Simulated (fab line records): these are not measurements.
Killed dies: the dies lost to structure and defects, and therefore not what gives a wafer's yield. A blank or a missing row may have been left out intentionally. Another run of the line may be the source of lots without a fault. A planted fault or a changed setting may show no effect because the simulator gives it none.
Which of the tools did it? -- flow n5Finfet -- Sampling: 9 lots, 26 wafers, 6 of 1938 route steps

WHAT THE GAUGES SHOWED, per wafer
N5_BEOL_M0_INSPECT_127: inspects for defects (darkfield). Usual: rawDefectCount reads 68 (standard deviation 25).
lot,measured,on,rawDefectCount,flag
L609,day 6 05:57,defectInspect-01,23 43 51,
L614,day 7 04:34,defectInspect-02,86 56 69,
L616,day 7 20:40,defectInspect-01,77 74,
L618,day 8 12:34,defectInspect-02,74 74 70,
L621,day 10 00:36,defectInspect-02,62 108 69,
L625,day 10 02:38,defectInspect-01,45 27 23,
L627,day 10 17:49,defectInspect-01,77 76 45,
L631,day 11 16:48,defectInspect-01,41 57 69,
L632,day 12 03:09,defectInspect-02,88 61 103,

N5_BEOL_M1_INSPECT_13: inspects for defects (brightfield). Usual: rawDefectCount reads 413 (standard deviation 80).
lot,measured,on,rawDefectCount,flag
L609,day 6 08:14,defectInspect-02,361 458 414,
L614,day 7 07:16,defectInspect-02,471 282 425,
L616,day 7 22:50,defectInspect-01,393 313,
L618,day 8 14:52,defectInspect-01,355 539 402,
L621,day 10 03:02,defectInspect-02,500 600 782,
L625,day 10 04:08,defectInspect-02,417 760 328,
L627,day 10 18:50,defectInspect-01,373 393 672,
L631,day 11 18:26,defectInspect-01,321 345 362,
L632,day 12 03:50,defectInspect-02,446 590 431,

N5_BEOL_M4_RC_MEAS_101. Usual: DIBL_N 37.0 mV/V, standard deviation 1.6; DIBL_P 37.0 mV/V, standard deviation 2.1; IOFF_N 0.17 nA/um, standard deviation 0.032; IOFF_P 0.22 nA/um, standard deviation 0.043; ION_N 679 uA/um, standard deviation 13; ION_P 465 uA/um, standard deviation 9.5; SS_N 71.7 mV/dec, standard deviation 0.59; SS_P 73.6 mV/dec, standard deviation 0.64; VT_N 249 mV, standard deviation 3.2; VT_P -249 mV, standard deviation 4.1.
lot,measured,on,DIBL_N (mV/V),DIBL_P (mV/V),IOFF_N (nA/um),IOFF_P (nA/um),ION_N (uA/um),ION_P (uA/um),SS_N (mV/dec),SS_P (mV/dec),VT_N (mV),VT_P (mV),flag
L609,day 10 21:20,prober-01,36.1 37.7 35.1,34.2 34.9 34.2,0.13 0.15 0.12,0.17 0.18 0.17,663 662 656,454 453 450,71.3 71.9 72.3,73.7 73.6 73.1,252 252 257,-257 -256 -255,
L614,day 11 19:07,prober-01,38.3 39.5 38.3,38.2 38.6 38.5,0.19 0.22 0.20,0.23 0.24 0.22,691 683 685,469 465 467,72.0 72.1 71.9,73.2 74.2 73.5,246 241 245,-249 -248 -250,
L616,day 12 13:52,prober-01,39.5 38.1,38.6 37.6,0.20 0.16,0.24 0.23,681 688,461 471,72.1 71.3,72.5 73.8,247 249,-249 -249,
L618,day 13 16:23,prober-01,36.2 38.7 39.8,35.0 38.3 39.8,0.14 0.18 0.23,0.16 0.22 0.25,657 670 679,448 455 463,71.7 71.6 72.4,73.6 74.2 74.3,252 249 245,-256 -253 -249,
L621,day 15 05:56,prober-02,39.3 36.8 34.9,38.7 35.9 34.0,0.20 0.16 0.13,0.28 0.23 0.21,690 677 678,474 467 474,72.4 71.7 71.2,73.7 73.2 72.5,247 250 251,-244 -247 -247,
L625,day 15 02:08,prober-02,37.9 38.6 36.5,38.6 38.9 36.7,0.20 0.21 0.17,0.27 0.26 0.23,695 681 671,476 465 468,72.2 72.8 71.5,74.1 74.4 72.8,247 247 247,-247 -245 -250,
L627,day 16 03:49,prober-02,36.9 36.9 36.6,37.1 37.8 35.7,0.17 0.16 0.16,0.22 0.24 0.21,685 666 689,469 461 467,71.9 71.8 71.4,73.2 73.5 73.7,249 252 250,-251 -251 -250,
L631,day 16 15:03,prober-02,38.4 39.6 39.7,39.5 40.4 40.2,0.22 0.26 0.25,0.32 0.36 0.35,700 719 707,492 489 487,71.9 72.6 72.2,74.2 75.2 74.7,243 241 242,-240 -240 -238,
L632,day 16 17:29,prober-01,35.9 35.7 36.5,33.4 34.1 36.1,0.13 0.14 0.16,0.17 0.18 0.22,649 667 661,447 449 460,71.5 71.5 72.2,72.9 73.3 73.4,253 248 249,-255 -253 -251,

WHICH TOOL RAN EACH LOT (tool, then ch and the chambers of the sampled wafers, then the start)
lot,N5_BEOL_M1_PECVD_72,N5_BEOL_M1_DESCUM_16,N5_BEOL_M1_ETCH_64
L609,"pecvd-03 ch 1,2, day 6 06:05","rieDiel-04 ch 0,3, day 6 08:16","rieDiel-04 ch 0,3, day 6 08:20"
L614,"pecvd-03 ch 0,2, day 7 04:43","rieDiel-06 ch 0,1,2, day 7 07:17","rieDiel-06 ch 0,1,2, day 7 07:22"
L616,"pecvd-03 ch 0,2, day 7 20:48","rieDiel-06 ch 3, day 7 22:53","rieDiel-06 ch 3, day 7 22:58"
L618,"pecvd-03 ch 1,2, day 8 12:43","rieDiel-04 ch 0,2,3, day 8 14:59","rieDiel-04 ch 0,2,3, day 8 15:04"
L621,"pecvd-03 ch 0,2, day 10 00:44","rieDiel-04 ch 0,1, day 10 03:05","rieDiel-04 ch 0,1, day 10 03:10"
L625,"pecvd-03 ch 0,1, day 10 02:47","rieDiel-01 ch 0,3, day 10 04:32","rieDiel-01 ch 0,3, day 10 04:37"
L627,"pecvd-03 ch 1,2, day 10 17:57","rieDiel-04 ch 0,3, day 10 18:57","rieDiel-04 ch 0,3, day 10 19:01"
L631,"pecvd-02 ch 0,1,2, day 11 16:56","rieDiel-01 ch 0,2,3, day 11 18:49","rieDiel-01 ch 0,2,3, day 11 18:53"
L632,"pecvd-04 ch 0,1,2, day 12 03:17","rieDiel-01 ch 0,2, day 12 03:52","rieDiel-01 ch 0,2, day 12 03:56"
- N5_BEOL_M1_PECVD_72: deposits SiO2 from TEOS/O2, target thk 16 nm, time 18 s.
- N5_BEOL_M1_DESCUM_16: chemistry O2, time 7 s.
- N5_BEOL_M1_ETCH_64: etches SOC in N2/H2, target depth 75 nm, overetch 15 nm, time 112.5 s.

WHAT THE TOOLS THEMSELVES READ (means of the sampled wafers that have a number; where no wafer has one, the mark that the record gives instead)
N5_BEOL_M1_PECVD_72. Usual: heaterPowerW 806 W, standard deviation 81; showerheadPlenumPTorr 8.74 Torr, standard deviation 0.073; throttleValvePct 22.0 %, standard deviation 0.79.
lot,tool,heaterPowerW (W),showerheadPlenumPTorr (Torr),throttleValvePct (%),flag
L609,pecvd-03,853,8.70,22.2,
L614,pecvd-03,851,8.68,22.3,
L616,pecvd-03,807,8.68,22.5,
L618,pecvd-03,763,8.71,22.2,
L621,pecvd-03,798,8.66,22.2,
L625,pecvd-03,768,8.77,22.7,
L627,pecvd-03,740,8.65,22.1,
L631,pecvd-02,810,8.82,21.1,
L632,pecvd-04,815,8.76,22.2,

N5_BEOL_M1_DESCUM_16. Usual: drypumpMotorCurrentA 5.9 A, standard deviation 0.38; oesProductAu 0.81 a.u., standard deviation 0.091; rfVppV 242.9 V, standard deviation 1.6; showerheadPlenumPTorr 2.09 Torr, standard deviation 0.077; throttleValvePct 20.38 %, standard deviation 0.29.
lot,tool,drypumpMotorCurrentA (A),oesProductAu (a.u.),rfVppV (V),showerheadPlenumPTorr (Torr),throttleValvePct (%),flag
L609,rieDiel-04,5.5,0.81,242.8,2.12,20.36,
L614,rieDiel-06,5.6,0.77,244.4,2.12,20.16,
L616,rieDiel-06,6.3,0.80,239.8,1.94,20.20,
L618,rieDiel-04,5.6,0.85,242.7,2.11,20.39,
L621,rieDiel-04,6.2,0.90,244.1,2.14,20.56,
L625,rieDiel-01,6.2,0.79,242.0,2.02,20.67,
L627,rieDiel-04,5.4,0.81,243.1,2.12,20.39,
L631,rieDiel-01,6.2,0.81,242.5,2.08,20.40,
L632,rieDiel-01,6.1,0.82,241.2,2.00,20.41,

N5_BEOL_M1_ETCH_64. Usual: drypumpMotorCurrentA 5.9 A, standard deviation 0.38; h2FlowSccm 200.0 sccm, standard deviation 0.5; oesProductAu 0.64 a.u., standard deviation 0.072; rfVppV 523.6 V, standard deviation 2.7; showerheadPlenumPTorr 2.53 Torr, standard deviation 0.096; throttleValvePct 17.75 %, standard deviation 0.28.
lot,tool,drypumpMotorCurrentA (A),h2FlowSccm (sccm),oesProductAu (a.u.),rfVppV (V),showerheadPlenumPTorr (Torr),throttleValvePct (%),flag
L609,rieDiel-04,5.5,200.1,0.64,525.0,2.57,17.66,
L614,rieDiel-06,5.6,200.3,0.61,524.8,2.57,17.55,
L616,rieDiel-06,6.3,199.8,0.63,518.4,2.34,17.43,
L618,rieDiel-04,5.6,200.4,0.67,523.9,2.54,17.69,
L621,rieDiel-04,6.1,200.4,0.71,524.7,2.58,17.81,
L625,rieDiel-01,6.2,199.5,0.62,521.4,2.46,18.10,
L627,rieDiel-04,5.4,200.0,0.65,524.3,2.57,17.77,
L631,rieDiel-01,6.2,200.2,0.64,522.9,2.54,17.95,
L632,rieDiel-01,6.1,200.0,0.64,520.9,2.44,17.92,

THE ANSWER, worked out from the rows above alone
Rule: take the mean of a lot's wafers that have a number; if it is more than 3 standard deviations from the usual mean, the lot is off. Also off: a lot with no number at a reading for which 4 or more lots have one. Where the step has rows for the other lots, those lots are counted as sound. Order of review: gauges by route order, followed by the tools' own readings, for which a lot's mean as printed above is used. The first step at which some lot is off is used, and at that step the reading that is off furthest; a lot without a number counts as furthest.
No lot is off at any reading shown: from this, nothing can be told.

WHAT THE SIMULATOR HAD INSERTED
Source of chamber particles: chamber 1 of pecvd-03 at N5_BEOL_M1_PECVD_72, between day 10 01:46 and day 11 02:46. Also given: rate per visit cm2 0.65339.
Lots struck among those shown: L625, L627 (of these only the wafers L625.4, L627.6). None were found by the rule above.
